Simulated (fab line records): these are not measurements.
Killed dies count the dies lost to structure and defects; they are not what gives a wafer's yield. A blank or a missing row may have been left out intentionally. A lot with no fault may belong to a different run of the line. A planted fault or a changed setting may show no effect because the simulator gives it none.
Which tool did it? ; flow n5Finfet ; 24 lots, 72 wafers sampled, at 4 steps of a route of 1938

== WHAT THE GAUGES SHOWED, per wafer ==
N5_BEOL_M3_THK_MEAS_53: measures by xrf. Usual: M3_THK typically reads 39.2 nm, with standard deviation 1.4.
lot;measured;on;M3_THK (nm);flag
L074;day 7 08:25;filmMetro-01;40.8 39.7 40.6;
L075;day 8 02:55;filmMetro-01;38.2 37.9 39.6;
L077;day 8 03:22;filmMetro-02;37.2 37.0 37.1;
L076;day 8 07:38;filmMetro-02;40.2 40.6 40.4;
L078;day 8 14:40;filmMetro-02;38.9 37.7 39.4;
L079;day 8 17:25;filmMetro-01;39.5 37.4 39.4;
L080;day 9 01:40;filmMetro-02;40.9 40.9 38.3;
L081;day 9 16:00;filmMetro-01;39.4 39.7 40.7;
L082;day 9 15:50;filmMetro-01;39.1 39.4 40.0;
L083;day 9 17:40;filmMetro-01;38.5 42.0 39.5;
L084;day 9 20:20;filmMetro-02;37.5 38.3 38.9;
L085;day 10 14:49;filmMetro-02;38.4 40.3 38.4;
L087;day 11 03:58;filmMetro-01;40.6 38.3 40.7;
L088;day 11 06:41;filmMetro-02;39.8 41.8 40.7;
L086;day 11 08:06;filmMetro-01;39.8 37.5 40.8;
L089;day 11 11:37;filmMetro-02;38.9 37.2 37.5;
L090;day 11 16:18;filmMetro-01;36.9 39.6 40.1;
L092;day 11 18:16;filmMetro-02;37.6 38.2 39.1;
L091;day 11 19:00;filmMetro-02;37.2 39.4 38.8;
L093;day 12 14:29;filmMetro-02;38.5 41.9 39.3;
L094;day 13 05:08;filmMetro-01;39.4 37.6 40.8;
L096;day 13 07:34;filmMetro-01;37.6 39.6 39.1;
L095;day 13 09:17;filmMetro-02;36.8 38.0 39.6;
L097;day 13 11:38;filmMetro-01;41.1 40.1 40.6;

== WHAT TOOL EACH LOT RAN ON (gives the tool, then ch and the chambers of the sampled wafers, and finally the start) ==
lot;N5_BEOL_M3_ALD_84;N5_BEOL_M3_SPUTTER_48;N5_BEOL_M3_ANNEAL_51
L074;aldMetal-02 ch 1,2, day 7 05:25;pvdSputter-01, day 7 05:52;rtpAnneal-01 ch 0, day 7 07:52
L075;aldMetal-04 ch 1,2,3, day 7 22:19;pvdSputter-02, day 8 00:22;rtpAnneal-02 ch 0, day 8 02:22
L077;aldMetal-01 ch 1,2,3, day 7 22:38;pvdSputter-01, day 8 00:49;rtpAnneal-01 ch 0, day 8 02:47
L076;aldMetal-02 ch 0,3, day 8 04:32;pvdSputter-03, day 8 05:05;rtpAnneal-02 ch 0, day 8 07:08
L078;aldMetal-04 ch 0,1,3, day 8 09:46;pvdSputter-03, day 8 12:07;rtpAnneal-02 ch 0, day 8 14:04
L079;aldMetal-02 ch 0,2, day 8 14:17;pvdSputter-02, day 8 14:51;rtpAnneal-02 ch 0, day 8 16:48
L080;aldMetal-04 ch 0,3, day 8 22:25;pvdSputter-02, day 8 23:07;rtpAnneal-01 ch 0, day 9 01:12
L081;aldMetal-04 ch 0,1,3, day 9 12:46;pvdSputter-02, day 9 13:20;rtpAnneal-02 ch 0, day 9 15:27
L082;aldMetal-01 ch 0,1,3, day 9 12:49;pvdSputter-01, day 9 13:16;rtpAnneal-01 ch 0, day 9 15:20
L083;aldMetal-02 ch 1,2, day 9 13:11;pvdSputter-01, day 9 15:07;rtpAnneal-02 ch 0, day 9 17:04
L084;aldMetal-04 ch 0,2,3, day 9 17:13;pvdSputter-01, day 9 17:47;rtpAnneal-02 ch 0, day 9 19:48
L085;aldMetal-01 ch 0,1, day 10 11:13;pvdSputter-01, day 10 11:55;rtpAnneal-02 ch 0, day 10 14:18
L087;aldMetal-04 ch 0,1, day 10 23:02;pvdSputter-01, day 11 01:16;rtpAnneal-01 ch 0, day 11 03:13
L088;aldMetal-01 ch 0,1,3, day 11 03:31;pvdSputter-01, day 11 04:09;rtpAnneal-02 ch 0, day 11 06:06
L086;aldMetal-01 ch 0,1,3, day 11 05:03;pvdSputter-03, day 11 05:33;rtpAnneal-02 ch 0, day 11 07:33
L089;aldMetal-04 ch 1,2,3, day 11 08:25;pvdSputter-01, day 11 09:03;rtpAnneal-01 ch 0, day 11 11:00
L090;aldMetal-04 ch 0,1,3, day 11 11:43;pvdSputter-03, day 11 13:45;rtpAnneal-01 ch 0, day 11 15:43
L092;aldMetal-04 ch 0,3, day 11 15:07;pvdSputter-03, day 11 15:43;rtpAnneal-01 ch 0, day 11 17:43
L091;aldMetal-02 ch 1,2,3, day 11 15:49;pvdSputter-01, day 11 16:26;rtpAnneal-01 ch 0, day 11 18:23
L093;aldMetal-04 ch 0,1, day 12 11:01;pvdSputter-03, day 12 11:56;rtpAnneal-01 ch 0, day 12 13:56
L094;aldMetal-04 ch 0,1,3, day 13 01:30;pvdSputter-02, day 13 02:12;rtpAnneal-02 ch 0, day 13 04:35
L096;aldMetal-01 ch 1,2, day 13 04:32;pvdSputter-03, day 13 05:01;rtpAnneal-01 ch 0, day 13 07:04
L095;aldMetal-04 ch 2,3, day 13 04:41;pvdSputter-01, day 13 06:37;rtpAnneal-01 ch 0, day 13 08:47
L097;aldMetal-04 ch 0,1, day 13 07:55;pvdSputter-02, day 13 08:41;rtpAnneal-01 ch 0, day 13 11:04
- N5_BEOL_M3_ALD_84: deposits TaN, pulse time 2 s, purge time 3 s, co reactant purge time 2 s.
- N5_BEOL_M3_SPUTTER_48: material Cu, target thk 4.5 nm, time 8.29 s.
- N5_BEOL_M3_ANNEAL_51: time 90 s.

== AS READ BY THE TOOLS THEMSELVES (means over the sampled wafers that have a number; for cases with no such wafer, the mark the record gives instead) ==
N5_BEOL_M3_ALD_84. Usual: heaterPowerW at 401 W, with a standard deviation of 52.
lot;tool;heaterPowerW (W);flag
L074;aldMetal-02;426;
L075;aldMetal-04;397;
L077;aldMetal-01;391;
L076;aldMetal-02;380;
L078;aldMetal-04;370;
L079;aldMetal-02;428;
L080;aldMetal-04;389;
L081;aldMetal-04;367;
L082;aldMetal-01;449;
L083;aldMetal-02;429;
L084;aldMetal-04;400;
L085;aldMetal-01;482;
L087;aldMetal-04;349;
L088;aldMetal-01;445;
L086;aldMetal-01;444;
L089;aldMetal-04;401;
L090;aldMetal-04;366;
L092;aldMetal-04;388;
L091;aldMetal-02;400;
L093;aldMetal-04;344;
L094;aldMetal-04;373;
L096;aldMetal-01;355;
L095;aldMetal-04;412;
L097;aldMetal-04;354;

N5_BEOL_M3_SPUTTER_48. Usual: chuckSensorTempC -15.9 C, standard deviation 0.56; throttleValvePct 29.9 %, standard deviation 1.1.
lot;tool;chuckSensorTempC (C);throttleValvePct (%);flag
L074;pvdSputter-01;-15.6;30.9;
L075;pvdSputter-02;-15.8;28.4;
L077;pvdSputter-01;-16.2;30.1;
L076;pvdSputter-03;-15.7;29.1;
L078;pvdSputter-03;-15.9;29.7;
L079;pvdSputter-02;-15.6;28.8;
L080;pvdSputter-02;-15.8;28.9;
L081;pvdSputter-02;-15.8;28.9;
L082;pvdSputter-01;-15.8;31.1;
L083;pvdSputter-01;-16.3;29.9;
L084;pvdSputter-01;-16.4;30.2;
L085;pvdSputter-01;-15.8;31.1;
L087;pvdSputter-01;-15.9;29.8;
L088;pvdSputter-01;-16.3;29.5;
L086;pvdSputter-03;-16.2;29.6;
L089;pvdSputter-01;-16.1;30.0;
L090;pvdSputter-03;-16.3;29.5;
L092;pvdSputter-03;-15.9;29.7;
L091;pvdSputter-01;-16.1;30.1;
L093;pvdSputter-03;-16.3;30.5;
L094;pvdSputter-02;-15.7;29.0;
L096;pvdSputter-03;-16.0;29.6;
L095;pvdSputter-01;-15.4;30.6;
L097;pvdSputter-02;-15.9;28.9;

N5_BEOL_M3_ANNEAL_51. Usual: wafer_temp_C_max at 225.62, with a standard deviation of 0.19.
lot;tool;wafer_temp_C_max;flag
L074;rtpAnneal-01;225.70;
L075;rtpAnneal-02;225.45;
L077;rtpAnneal-01;225.42;
L076;rtpAnneal-02;225.63;
L078;rtpAnneal-02;225.72;
L079;rtpAnneal-02;225.49;
L080;rtpAnneal-01;225.46;
L081;rtpAnneal-02;225.93;
L082;rtpAnneal-01;225.83;
L083;rtpAnneal-02;225.77;
L084;rtpAnneal-02;225.81;
L085;rtpAnneal-02;225.59;
L087;rtpAnneal-01;225.76;
L088;rtpAnneal-02;225.60;
L086;rtpAnneal-02;225.75;
L089;rtpAnneal-01;225.56;
L090;rtpAnneal-01;225.56;
L092;rtpAnneal-01;225.68;
L091;rtpAnneal-01;225.56;
L093;rtpAnneal-01;225.57;
L094;rtpAnneal-02;225.78;
L096;rtpAnneal-01;225.57;
L095;rtpAnneal-01;225.55;
L097;rtpAnneal-01;225.45;

== THE ANSWER, worked out from the rows above alone ==
Rule: a lot is off if the mean of its wafers that have a number lies more than 3 standard deviations from the usual mean. A lot without any number at a reading at which 4 lots or more have one is off too. All remaining lots with rows at the step are treated as sound. First the gauges in route order, then the tools' own readings, where a lot's mean is used as printed above. The first step at which some lot is off is used, and at that step the reading that is off furthest; a lot without a number counts as furthest.
No lot is off at any reading shown: from this, nothing can be told.

== WHAT THE SIMULATOR HAD INSERTED ==
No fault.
